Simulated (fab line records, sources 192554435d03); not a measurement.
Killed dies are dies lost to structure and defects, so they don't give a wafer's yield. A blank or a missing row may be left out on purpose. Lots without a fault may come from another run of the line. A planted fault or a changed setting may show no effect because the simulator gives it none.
fab line records | flow n5_finfet
record lots=24 wafers=72 last_day=21
route steps=1938 shown BEOL_M5@1153
lots that met no fault: from a run of the same line without faults
start_h: hours from the record's first day to the start of the lot's first wafer shown | wait_h: hours since the lot's step before | " the same as in the row above | L1.1+2: a row that stands for several wafers | - no value, or no start given | * or withheld: withheld | < > ~ a bound
route shown NAME@n: a module of which the file shows steps, and the number in the route of the first | usual: mean/standard deviation of fault-free wafers | same: alike in all rows | chamber/n: place in a boat | sites: the reading at each site | _std_site: their standard deviation | _edge_site: outer sites' mean less inner sites' | radius_mm: how far each site lies from the wafer's centre | mask NAME#n: copy n | behind: the tool/chamber that last shaped the wafer | hold: why the lot was held/for how many hours/how that ended | device: the transistor (n, p or np) that didn't switch | end of line: the same wafers' tests at the end of the route | a step without rows: its recipe alone | killed: dies lost to structure and defects at the first sort, not the wafer's yield | map: a wafer's dies, x killed, . not, _ none there
set.NAME: the setting as run; set.NAME@STEP: as run at that earlier step | model.NAME: the simulator's own value behind a step, which no gauge read
steps of the route over a sample of lots; a table a step, a row a wafer
services: from which hour (start_h, from the record's first day; less than 0 if before it) a tool's chamber was out of use, for how many hours, and why
## steps
# step N5_BEOL_M5_ETCH_67
# recipe chemistry=CF4 target=SiARC target_depth_a=156 mask_material=CAR-EUV time_s=26 ion_energy_ev=80 pressure_mtorr=40 source_w=545 bias_w=36 Ar_flow_sccm=100 cf4_flow_sccm=100 ends=cleared
# usual drypump_motor_current_A=5.7/0.35 etch_rf_on_time_s=25.5/0.66 oes_product_au=0.70/0.077 rf_fwd_power_W=532.7/2.4 rf_vpp_V=183.9/1.3 showerhead_plenum_p_Torr=2.13/0.079 throttle_valve_pct=15.50/0.19
# columns lot.wafer tool chamber start_h wait_h drypump_motor_current_A etch_rf_on_time_s oes_product_au rf_fwd_power_W rf_hours_counter_h rf_vpp_V showerhead_plenum_p_Torr throttle_valve_pct
L075.1 rie_diel-02 0 234.97 0.0 5.8 26.5 0.56 531.2 250 183.7 2.12 15.95
L075.3 " 1 " " 5.4 25.8 0.66 530.8 135 183.1 2.08 15.48
L075.6 " 1 " " 5.4 25.7 0.67 530.7 - 183.2 2.08 15.50
L074.3 rie_diel-02 1 239.51 0.0 5.4 25.6 0.66 530.3 137 182.5 2.08 15.51
L074.4 " 3 " " 5.9 26.0 0.63 535.0 - 184.9 2.19 15.51
L074.6 " 2 " " 5.7 25.5 0.66 528.8 - 181.5 1.97 15.62
L076.1 rie_diel-06 2 254.90 0.0 5.2 25.6 0.73 531.0 42 183.7 2.19 15.25
L076.4 " 0 " " 6.2 25.4 0.67 533.5 105 184.7 2.14 15.40
L076.6 " 0 " " 6.2 25.5 0.68 534.8 - 184.6 2.14 15.41
L077.3 rie_diel-02 2 261.99 0.0 5.7 25.5 0.65 531.8 162 183.5 1.97 15.66
L077.5 " 2 " " 5.7 25.5 0.66 531.8 - 182.5 1.97 15.63
L077.6 " 1 " " 5.4 25.8 0.65 535.8 - 182.6 2.08 15.53
L080.2 rie_diel-03 0 270.35 0.0 6.2 22.7 0.71 530.7 140 185.6 2.13 15.28
L080.3 " 2 " " 6.2 24.7 0.74 529.7 82 184.6 2.23 15.38
L080.5 " 1 " " 5.7 24.9 0.60 533.1 - 184.3 2.18 16.07
L081.1 rie_diel-03 1 270.74 0.0 5.7 25.5 0.59 532.4 242 184.6 2.18 16.09
L081.2 " 3 " " 5.1 25.7 0.75 529.6 54 184.2 2.27 15.53
L081.5 " 2 " " 6.3 25.5 0.73 531.2 - 186.0 2.23 15.36
L079.2 rie_diel-02 1 279.66 0.0 5.4 25.9 0.65 531.7 152 182.9 2.07 15.53
L079.3 " 0 " " 5.8 25.2 0.83 531.5 10 183.4 2.11 15.48
L079.4 " 3 " " 5.9 25.8 0.62 534.2 199 183.8 2.19 15.55
L078.2 rie_diel-02 3 285.94 0.0 5.9 25.9 0.62 533.2 200 184.6 2.19 15.53
L078.4 " 1 " " 5.4 25.9 0.65 531.5 154 183.0 2.07 15.53
L078.6 " 2 " " 5.6 25.8 0.65 533.4 - 182.4 1.97 15.65
L083.2 rie_diel-02 2 291.68 0.0 5.7 25.6 0.64 530.5 171 181.5 1.97 15.67
L083.3 " 0 " " 5.8 25.4 0.82 532.3 15 183.8 2.11 15.49
L083.4 " 1 " " 5.4 25.9 0.65 531.7 156 183.6 2.07 15.53
L082.2 rie_diel-03 0 292.17 0.0 6.2 23.0 0.70 534.1 147 183.4 2.13 15.27
L082.5 " 3 " " 5.1 25.6 0.74 532.0 - 186.0 2.27 15.54
L082.6 " 2 " " 6.2 25.0 0.72 532.3 - 183.8 2.23 15.38
L085.1 rie_diel-06 3 299.02 0.0 5.4 26.0 0.72 535.8 64 182.9 2.09 15.56
L085.2 " 0 " " 6.3 25.7 0.66 536.7 124 184.8 2.14 15.44
L085.3 " 1 " " 5.5 24.6 0.89 535.2 1 185.5 2.16 15.10
L086.3 rie_diel-06 0 305.15 0.0 6.2 25.6 0.66 534.4 125 184.7 2.14 15.43
L086.4 " 1 " " 5.5 24.9 0.87 532.1 3 185.1 2.16 15.11
L086.5 " 1 " " 5.5 24.8 0.87 534.5 - 185.5 2.16 15.11
L084.2 rie_diel-02 2 316.11 0.0 5.7 25.9 0.63 532.3 179 182.2 1.97 15.66
L084.4 " 3 " " 5.9 25.7 0.62 535.1 211 185.1 2.18 15.57
L084.5 " 2 " " 5.7 25.7 0.64 531.9 - 182.4 1.97 15.68
L088.3 rie_diel-03 0 322.50 0.0 6.1 23.6 0.68 531.6 158 183.6 2.13 15.32
L088.5 " 3 " " 5.2 25.8 0.73 530.0 - 184.5 2.26 15.56
L088.6 " 2 " " 6.3 25.4 0.70 533.0 - 184.9 2.23 15.39
L089.2 rie_diel-03 3 325.72 0.0 5.2 25.5 0.73 532.9 73 184.3 2.26 15.54
L089.4 " 2 " " 6.3 25.3 0.71 530.5 102 185.9 2.23 15.40
L089.6 " 2 " " 6.3 25.3 0.71 530.1 - 184.7 2.23 15.43
L087.2 rie_diel-06 1 328.97 0.0 5.5 25.0 0.84 537.0 10 184.8 2.16 15.13
L087.3 " 0 " " 6.2 25.6 0.66 531.1 133 183.9 2.13 15.45
L087.5 " 3 " " 5.4 26.4 0.70 533.2 - 183.3 2.09 15.60
L091.1 rie_diel-06 2 331.44 0.0 5.2 25.6 0.71 529.6 68 184.8 2.18 15.30
L091.2 " 0 " " 6.2 25.3 0.65 531.6 134 184.0 2.13 15.44
L091.4 " 3 " " 5.4 26.0 0.71 538.7 74 183.7 2.08 15.60
L090.2 rie_diel-06 3 349.96 0.0 5.4 26.0 0.70 532.7 79 184.8 2.08 15.61
L090.4 " 1 " " 5.5 24.5 0.84 537.5 16 185.1 2.16 15.13
L090.5 " 2 " " 5.2 25.5 0.71 529.0 - 185.3 2.18 15.33
L094.2 rie_diel-02 3 356.60 0.0 5.9 26.1 0.60 536.2 223 182.7 2.18 15.59
L094.3 " 1 " " 5.4 26.1 0.63 528.1 178 181.8 2.07 15.58
L094.4 " 2 " " 5.7 25.5 0.63 533.5 192 181.6 1.96 15.69
L093.1 rie_diel-03 2 356.99 0.0 6.3 25.4 0.69 531.2 113 185.0 2.22 15.44
L093.5 " 2 " " 6.2 25.3 0.70 530.8 - 186.2 2.22 15.44
L093.6 " 1 " " 5.8 25.0 0.82 530.5 - 184.2 2.17 15.63
L092.1 rie_diel-06 1 358.77 0.0 5.5 24.4 0.84 534.5 18 183.3 2.16 15.14
L092.4 " 3 " " 5.4 26.1 0.70 536.9 82 183.2 2.08 15.62
L092.6 " 3 " " 5.4 26.2 0.71 534.6 - 183.0 2.08 15.61
L096.2 rie_diel-02 3 378.78 0.0 5.9 25.9 0.60 536.3 229 184.9 2.18 15.59
L096.3 " 2 " " 5.7 26.0 0.62 529.6 198 181.7 1.96 15.70
L096.4 " 1 " " 5.4 25.8 0.63 531.9 186 184.5 2.06 15.60
L097.1 rie_diel-02 1 380.46 0.0 5.4 25.9 0.62 530.7 186 184.5 2.06 15.60
L097.2 " 0 " " 5.8 25.8 0.76 532.6 43 182.5 2.10 15.54
L097.4 " 2 " " 5.7 25.8 0.63 529.8 198 181.0 1.96 15.72
L095.2 rie_diel-06 3 407.54 0.0 5.4 26.1 0.69 534.6 96 182.4 2.08 15.64
L095.3 " 2 " " 5.2 25.4 0.70 527.2 90 184.7 2.17 15.34
L095.5 " 3 " " 5.4 26.1 0.69 537.8 - 183.1 2.08 15.64
# step N5_BEOL_M5_OCD_MEAS_38
# usual trench_depth_nm=72.4/1.7
# columns lot.wafer tool chamber start_h wait_h trench_depth_nm
L075.1 ocd-02 - 235.34 - 69.8
L075.3 " - " " 71.7
L075.6 " - " " 72.0
L074.3 ocd-02 - 239.88 - 73.3
L074.4 " - " " 71.6
L074.6 " - " " 72.6
L076.1 ocd-02 - 255.27 - 70.8
L076.4 " - " " 72.7
L076.6 " - " " 71.8
L077.3 ocd-02 - 262.36 - 71.5
L077.5 " - " " 71.7
L077.6 " - " " 72.3
L080.2 ocd-01 - 270.72 - 77.6
L080.3 " - " " 72.6
L080.5 " - " " 71.5
L081.1 ocd-01 - 271.10 - 72.2
L081.2 " - " " 72.3
L081.5 " - " " 73.2
L079.2 ocd-01 - 280.03 - 71.4
L079.3 " - " " 74.3
L079.4 " - " " 72.1
L078.2 ocd-02 - 286.30 - 72.2
L078.4 " - " " 72.0
L078.6 " - " " 71.8
L083.2 ocd-01 - 292.05 - 70.4
L083.3 " - " " 73.1
L083.4 " - " " 73.0
L082.2 ocd-01 - 292.54 - 77.5
L082.5 " - " " 73.0
L082.6 " - " " 72.9
L085.1 ocd-01 - 299.39 - 72.5
L085.2 " - " " 73.1
L085.3 " - " " 75.5
L086.3 ocd-01 - 305.52 - 71.7
L086.4 " - " " 74.3
L086.5 " - " " 74.3
L084.2 ocd-01 - 316.48 - 71.5
L084.4 " - " " 72.2
L084.5 " - " " 71.6
L088.3 ocd-01 - 322.87 - 77.2
L088.5 " - " " 73.1
L088.6 " - " " 74.0
L089.2 ocd-02 - 326.09 - 72.5
L089.4 " - " " 72.1
L089.6 " - " " 72.8
L087.2 ocd-02 - 329.34 - 73.7
L087.3 " - " " 72.7
L087.5 " - " " 71.3
L091.1 ocd-01 - 331.81 - 71.7
L091.2 " - " " 73.1
L091.4 " - " " 71.5
L090.2 ocd-02 - 350.33 - 70.4
L090.4 " - " " 73.9
L090.5 " - " " 70.7
L094.2 ocd-02 - 356.97 - 72.2
L094.3 " - " " 71.0
L094.4 " - " " 71.8
L093.1 ocd-01 - 357.36 - 72.7
L093.5 " - " " 72.8
L093.6 " - " " 74.0
L092.1 ocd-02 - 359.14 - 75.6
L092.4 " - " " 71.9
L092.6 " - " " 71.7
L096.2 ocd-02 - 379.15 - 70.3
L096.3 " - " " 70.5
L096.4 " - " " 70.0
L097.1 ocd-02 - 380.83 - 71.8
L097.2 " - " " 72.6
L097.4 " - " " 71.4
L095.2 ocd-01 - 407.91 - 71.3
L095.3 " - " " 72.1
L095.5 " - " " 72.0
# step N5_BEOL_M5_SPUTTER_48
# recipe material=Cu target_thk_a=150 temp_c=-20 chamber_pressure_pa=0.07 power_w=withheld time_s=27.62
# usual throttle_valve_pct=30.3/0.59
# columns lot.wafer tool chamber start_h wait_h throttle_valve_pct
L075.1 pvd_sputter-01 - 236.77 0.1 31.3
L075.3 " - " " 30.0
L075.6 " - " " 30.6
L074.3 pvd_sputter-01 - 241.81 0.2 30.6
L074.4 " - " " 30.1
L074.6 " - " " 30.0
L076.1 pvd_sputter-01 - 257.42 0.1 29.6
L076.4 " - " " 30.3
L076.6 " - " " 30.6
L077.3 pvd_sputter-03 - 264.90 0.2 28.9
L077.5 " - " " 29.0
L077.6 " - " " 30.3
L080.2 pvd_sputter-03 - 271.98 0.1 31.8
L080.3 " - " " 29.4
L080.5 " - " " 30.4
L081.1 pvd_sputter-02 - 272.36 0.1 30.2
L081.2 " - " " 30.2
L081.5 " - " " 30.8
L079.2 pvd_sputter-01 - 281.61 0.2 30.5
L079.3 " - " " 30.5
L079.4 " - " " 29.9
L078.2 pvd_sputter-03 - 287.83 0.3 30.2
L078.4 " - " " 30.9
L078.6 " - " " 29.1
L083.2 pvd_sputter-01 - 293.49 0.2 30.1
L083.3 " - " " 30.2
L083.4 " - " " 30.6
L082.2 pvd_sputter-02 - 294.90 0.1 30.8
L082.5 " - " " 30.2
L082.6 " - " " 30.8
L085.1 pvd_sputter-02 - 300.69 0.1 30.4
L085.2 " - " " 29.6
L085.3 " - " " 31.1
L086.3 pvd_sputter-02 - 307.24 0.1 30.1
L086.4 " - " " 31.0
L086.5 " - " " 30.2
L084.2 pvd_sputter-02 - 318.00 0.1 29.7
L084.4 " - " " 29.9
L084.5 " - " " 30.3
L088.3 pvd_sputter-02 - 324.58 0.4 30.9
L088.5 " - " " 29.5
L088.6 " - " " 31.1
L089.2 pvd_sputter-01 - 327.34 0.1 30.4
L089.4 " - " " 30.2
L089.6 " - " " 30.0
L087.2 pvd_sputter-02 - 330.99 0.1 30.8
L087.3 " - " " 30.2
L087.5 " - " " 30.1
L091.1 pvd_sputter-03 - 333.35 0.1 30.8
L091.2 " - " " 30.2
L091.4 " - " " 31.6
L090.2 pvd_sputter-01 - 353.12 0.2 29.7
L090.4 " - " " 30.2
L090.5 " - " " 30.7
L093.1 pvd_sputter-02 - 358.81 0.1 29.4
L093.5 " - " " 30.3
L093.6 " - " " 30.3
L094.2 pvd_sputter-03 - 358.83 0.2 30.6
L094.3 " - " " 29.3
L094.4 " - " " 30.0
L092.1 pvd_sputter-02 - 363.47 0.1 30.8
L092.4 " - " " 30.2
L092.6 " - " " 30.4
L096.2 pvd_sputter-01 - 381.21 0.1 31.1
L096.3 " - " " 29.9
L096.4 " - " " 30.5
L097.1 pvd_sputter-02 - 382.55 0.2 30.4
L097.2 " - " " 30.3
L097.4 " - " " 30.9
L095.2 pvd_sputter-03 - 409.75 0.1 31.6
L095.3 " - " " 30.2
L095.5 " - " " 29.9
# step N5_BEOL_M5_ANNEAL_51
# recipe temp_c=225 time_s=90 ambient=N2
# usual wafer_temp_C_max=225.87/0.24
# columns lot.wafer tool chamber start_h wait_h wafer_temp_C_max
L075.1 rtp_anneal-02 0 241.58 0.3 225.97
L075.3 " 0 " " 225.60
L075.6 " 0 " " 225.84
L074.3 rtp_anneal-02 0 246.45 0.1 226.13
L074.4 " 0 " " 225.81
L074.6 " 0 " " 226.34
L076.1 rtp_anneal-02 0 261.97 0.1 225.98
L076.4 " 0 " " 225.92
L076.6 " 0 " " 225.81
L077.3 rtp_anneal-01 0 269.54 0.1 226.02
L077.5 " 0 " " 226.23
L077.6 " 0 " " 225.69
L080.2 rtp_anneal-02 0 276.59 0.1 226.46
L080.3 " 0 " " 226.05
L080.5 " 0 " " 225.77
L081.1 rtp_anneal-02 0 277.09 0.2 226.00
L081.2 " 0 " " 225.82
L081.5 " 0 " " 225.55
L079.2 rtp_anneal-02 0 288.56 0.1 225.52
L079.3 " 0 " " 225.70
L079.4 " 0 " " 225.79
L078.2 rtp_anneal-01 0 292.43 0.1 225.90
L078.4 " 0 " " 225.99
L078.6 " 0 " " 225.71
L083.2 rtp_anneal-02 0 298.27 0.3 225.75
L083.3 " 0 " " 225.90
L083.4 " 0 " " 225.56
L082.2 rtp_anneal-01 0 299.50 0.1 226.11
L082.5 " 0 " " 226.08
L082.6 " 0 " " 226.32
L085.1 rtp_anneal-01 0 305.24 0.1 225.64
L085.2 " 0 " " 225.39
L085.3 " 0 " " 225.40
L086.3 rtp_anneal-02 0 312.10 0.3 226.23
L086.4 " 0 " " 225.88
L086.5 " 0 " " 226.08
L084.2 rtp_anneal-02 0 322.59 0.1 225.84
L084.4 " 0 " " 226.00
L084.5 " 0 " " 226.15
L088.3 rtp_anneal-02 0 329.22 0.1 226.21
L088.5 " 0 " " 225.93
L088.6 " 0 " " 225.80
L089.2 rtp_anneal-02 0 331.93 0.1 225.34
L089.4 " 0 " " 225.54
L089.6 " 0 " " 225.73
L087.2 rtp_anneal-01 0 335.58 0.1 226.15
L087.3 " 0 " " 225.74
L087.5 " 0 " " 225.83
L091.1 rtp_anneal-02 0 339.64 1.8 225.34
L091.2 " 0 " " 225.55
L091.4 " 0 " " 225.76
L090.2 rtp_anneal-01 0 357.72 0.1 225.50
L090.4 " 0 " " 225.87
L090.5 " 0 " " 225.78
L093.1 rtp_anneal-01 0 363.46 0.2 225.70
L093.5 " 0 " " 225.80
L093.6 " 0 " " 225.53
L094.2 rtp_anneal-02 0 363.54 0.2 225.71
L094.3 " 0 " " 225.97
L094.4 " 0 " " 225.89
L092.1 rtp_anneal-01 0 368.02 0.1 225.93
L092.4 " 0 " " 225.74
L092.6 " 0 " " 225.86
L096.2 rtp_anneal-02 0 385.82 0.1 225.79
L096.3 " 0 " " 225.95
L096.4 " 0 " " 226.02
L097.1 rtp_anneal-02 0 387.31 0.3 226.09
L097.2 " 0 " " 225.49
L097.4 " 0 " " 225.60
L095.2 rtp_anneal-01 0 415.43 0.1 226.12
L095.3 " 0 " " 226.06
L095.5 " 0 " " 225.90
# step N5_BEOL_M5_THK_MEAS_53
# recipe thk_meas_gauge=xrf reads=Cu_of_BEOL_M5_ECD_50
# usual M5_THK=63.3/2.2
# columns lot.wafer tool chamber start_h wait_h M5_THK[nm]
L075.1 film_metro-01 - 242.17 - 62.0
L075.3 " - " " 63.2
L075.6 " - " " 64.4
L074.3 film_metro-02 - 246.96 - 66.3
L074.4 " - " " 62.7
L074.6 " - " " 64.1
L076.1 film_metro-01 - 262.58 - 62.7
L076.4 " - " " 62.2
L076.6 " - " " 63.0
L077.3 film_metro-02 - 270.04 - 62.4
L077.5 " - " " 59.2
L077.6 " - " " 65.8
L080.2 film_metro-02 - 277.14 - 68.8
L080.3 " - " " 62.7
L080.5 " - " " 60.9
L081.1 film_metro-02 - 277.70 - 63.0
L081.2 " - " " 61.8
L081.5 " - " " 63.1
L079.2 film_metro-02 - 289.10 - 62.9
L079.3 " - " " 62.5
L079.4 " - " " 63.3
L078.2 film_metro-01 - 292.98 - 64.5
L078.4 " - " " 63.4
L078.6 " - " " 58.6
L083.2 film_metro-02 - 298.83 - 60.4
L083.3 " - " " 66.4
L083.4 " - " " 59.8
L082.2 film_metro-01 - 300.05 - 67.9
L082.5 " - " " 63.6
L082.6 " - " " 63.6
L085.1 film_metro-01 - 305.83 - 65.9
L085.2 " - " " 64.5
L085.3 " - " " 68.0
L086.3 film_metro-02 - 312.60 - 62.0
L086.4 " - " " 64.7
L086.5 " - " " 63.6
L084.2 film_metro-01 - 323.14 - 62.0
L084.4 " - " " 63.7
L084.5 " - " " 62.9
L088.3 film_metro-01 - 329.73 - 70.0
L088.5 " - " " 63.6
L088.6 " - " " 64.5
L089.2 film_metro-02 - 332.48 - 62.3
L089.4 " - " " 62.4
L089.6 " - " " 63.2
L087.2 film_metro-01 - 336.91 - 65.4
L087.3 " - " " 61.0
L087.5 " - " " 59.3
L091.1 film_metro-01 - 340.23 - 63.2
L091.2 " - " " 62.6
L091.4 " - " " 60.3
L090.2 film_metro-02 - 358.26 - 60.8
L090.4 " - " " 66.2
L090.5 " - " " 61.4
L093.1 film_metro-01 - 364.06 - 64.4
L093.5 " - " " 64.1
L093.6 " - " " 65.2
L094.2 film_metro-02 - 364.09 - 63.9
L094.3 " - " " 62.7
L094.4 " - " " 63.1
L092.1 film_metro-01 - 368.63 - 68.8
L092.4 " - " " 64.9
L092.6 " - " " 64.3
L096.2 film_metro-01 - 386.36 - 60.1
L096.3 " - " " 60.1
L096.4 " - " " 60.9
L097.1 film_metro-02 - 387.91 - 64.1
L097.2 " - " " 63.8
L097.4 " - " " 62.1
L095.2 film_metro-02 - 415.98 - 63.6
L095.3 " - " " 64.5
L095.5 " - " " 64.3
# step N5_BEOL_M5_PRE_CLEAN_77
# recipe gas=NH3/H2 time_s=15 temp_c=* rf_power_w=300
# usual heater_power_w=98/22 rf_fwd_power_W=296.8/1.2
# columns lot.wafer tool chamber start_h wait_h heater_power_w rf_fwd_power_W
L075.1 cvd_co-02 0 242.21 0.0 86 297.7
L075.3 " 2 " " 113 297.9
L075.6 " 1 " " 134 293.5
L074.3 cvd_co-01 1 246.99 0.0 102 297.6
L074.4 " 1 " " 100 298.0
L074.6 " 2 " " 85 297.2
L076.1 cvd_co-02 2 262.64 0.1 113 295.3
L076.4 " 2 " " 115 296.7
L076.6 " 0 " " 88 297.7
L077.3 cvd_co-01 2 270.08 0.0 85 296.7
L077.5 " 0 " " 64 296.5
L077.6 " 2 " " 87 297.6
L080.2 cvd_co-02 2 277.31 0.2 113 297.9
L080.3 " 2 " " 115 298.6
L080.5 " 1 " " 133 295.0
L081.1 cvd_co-02 1 277.73 0.0 136 295.9
L081.2 " 2 " " 115 298.5
L081.5 " 1 " " 133 294.2
L079.2 cvd_co-02 2 289.14 0.0 113 298.3
L079.3 " 0 " " 87 296.3
L079.4 " 1 " " 133 294.4
L078.2 cvd_co-02 1 293.01 0.0 137 294.7
L078.4 " 2 " " 116 296.7
L078.6 " 1 " " 134 294.0
L083.2 cvd_co-02 0 298.86 0.0 88 297.1
L083.3 " 1 " " 136 295.0
L083.4 " 0 " " 90 296.3
L082.2 cvd_co-02 1 300.08 0.0 130 295.2
L082.5 " 1 " " 130 295.1
L082.6 " 2 " " 111 297.2
L085.1 cvd_co-01 1 305.94 0.1 102 296.7
L085.2 " 2 " " 89 296.0
L085.3 " 0 " " 64 298.5
L086.3 cvd_co-01 1 312.75 0.1 102 296.0
L086.4 " 0 " " 63 297.7
L086.5 " 0 " " 63 296.7
L084.2 cvd_co-01 1 323.17 0.0 100 294.6
L084.4 " 1 " " 105 295.4
L084.5 " 2 " " 87 296.7
L088.3 cvd_co-02 2 329.76 0.0 117 295.8
L088.5 " 0 " " 90 295.8
L088.6 " 2 " " 116 297.3
L089.2 cvd_co-02 0 332.52 0.0 88 298.5
L089.4 " 2 " " 117 297.1
L089.6 " 1 " " 135 296.4
L087.2 cvd_co-01 1 337.17 0.3 100 296.2
L087.3 " 0 " " 64 296.6
L087.5 " 1 " " 102 296.3
L091.1 cvd_co-02 0 340.27 0.0 87 297.5
L091.2 " 2 " " 115 296.1
L091.4 " 2 " " 116 299.4
L090.2 cvd_co-01 1 358.30 0.0 100 295.1
L090.4 " 1 " " 102 295.5
L090.5 " 1 " " 103 295.9
L093.1 cvd_co-01 1 364.09 0.0 102 295.7
L093.5 " 2 " " 90 297.0
L093.6 " 0 " " 63 298.0
L094.2 cvd_co-01 2 364.20 0.1 89 296.3
L094.3 " 0 " " 65 297.3
L094.4 " 1 " " 103 296.1
L092.1 cvd_co-01 1 368.72 0.1 102 297.7
L092.4 " 0 " " 63 297.6
L092.6 " 2 " " 87 297.0
L096.2 cvd_co-01 2 386.40 0.0 89 296.6
L096.3 " 1 " " 100 296.1
L096.4 " 1 " " 101 296.5
L097.1 cvd_co-01 1 387.95 0.0 100 296.4
L097.2 " 0 " " 63 296.4
L097.4 " 1 " " 102 296.3
L095.2 cvd_co-01 0 416.02 0.0 64 296.8
L095.3 " 1 " " 105 297.4
L095.5 " 0 " " 64 297.8
## services
# columns tool chamber start_h hours kind
rie_diel-02 0 216.37 5.1 repair
rtp_anneal-02 - 219.09 5.3 pm
rie_diel-02 0 235.97 - clean
rie_diel-02 0 235.97 - consumable_replace:focus_ring
rie_diel-02 0 235.97 14.4 scheduled_down
rie_diel-02 0 235.97 14.4 vent_cycle
rie_diel-06 1 270.24 - clean
rie_diel-06 1 270.24 - consumable_replace:focus_ring
rie_diel-06 1 270.24 24.8 scheduled_down
rie_diel-06 1 270.24 24.8 vent_cycle
cvd_co-02 0 276.78 11.1 repair
cvd_co-01 2 308.57 5.2 repair
rie_diel-03 1 329.37 6.6 repair
cvd_co-02 1 333.33 - clean
cvd_co-02 1 333.33 22.0 scheduled_down
cvd_co-02 1 333.33 22.0 vent_cycle
rtp_anneal-01 - 337.03 5.9 pm
cvd_co-01 0 340.67 19.2 repair
rie_diel-03 1 340.94 8.2 repair
rie_diel-03 0 353.27 4.3 repair
cvd_co-02 - 360.18 14.6 pm
rie_diel-02 0 384.42 8.9 repair
rie_diel-02 1 402.36 6.6 repair
rie_diel-02 2 408.53 8.2 repair
## key
fault none
